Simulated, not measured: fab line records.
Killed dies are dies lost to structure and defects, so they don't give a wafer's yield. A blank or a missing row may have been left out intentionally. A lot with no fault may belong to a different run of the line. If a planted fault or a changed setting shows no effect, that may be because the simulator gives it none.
Matching of chambers    flow nand harc    NHARC_P_GATE_ETCH_32 on rie si-02 has 4 sister chambers
The step etches the open film in HBr/Cl2, target depth 150 nm, time 100.1 s. 14 wafers are shown with their chamber, then 7 later ones without.

## EACH WAFER AND ITS CHAMBER
wafer   chamber  oes product au (a.u.)  throttle valve pct (%)
L283.1  3        1.010                  26.412
L283.2  1        1.003                  26.414
L283.6  1        1.010                  26.391
L285.1  2        0.987                  26.407
L285.3  0        0.997                  26.410
L285.6  1        1.001                  26.397
L290.4  0        1.000                  26.414
L290.5  3        1.005                  26.420
L290.6  2        0.995                  26.402
L288.1  2        0.993                  26.412
L288.3  0        0.998                  26.418
L288.5  3        1.002                  26.407
L291.3  1        1.009                  26.406
L291.4  2        0.989                  26.424

SIGNATURES, as means of the wafers listed above
reading             chamber 0  chamber 1  chamber 2  chamber 3  scatter within a chamber
oes product au      0.99833    1.00575    0.99100    1.00567    0.00369
throttle valve pct  26.41400   26.40200   26.41125   26.41300   0.00831
Rule: a wafer's distance from a chamber is the root of the sum, over the readings, of the square of ((its reading less the chamber's mean) divided by the reading's scatter). The wafer belongs to the nearest chamber; if the next one is less than 2 further off, it can't be placed. The scatter: the root of (the sum of the squares of (reading less its chamber's mean) over the shown wafers, divided by (wafers less chambers)).

## WAFERS MISSING THEIR CHAMBER
wafer   oes product au (a.u.)  throttle valve pct (%)
L291.6  1.000                  26.419
L295.1  0.991                  26.408
L295.3  0.994                  26.393
L295.4  0.999                  26.406
L297.1  1.015                  26.413
L297.2  1.012                  26.399
L297.5  0.992                  26.406

## EACH ONE'S CHAMBER
wafer   from the rows above                in truth
L291.6  can't be placed: 0 or 3 or 1 or 2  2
L295.1  can't be placed: 2 or 0            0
L295.3  can't be placed: 2 or 0 or 1 or 3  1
L295.4  can't be placed: 0 or 1 or 3 or 2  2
L297.1  can't be placed: 3 or 1 or 0       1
L297.2  can't be placed: 1 or 3            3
L297.5  can't be placed: 2 or 0            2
0 of 7 placed correctly. Cannot be placed on the basis of these rows: 7; the candidates contain the true chamber in 7. Wrongly placed: 0.
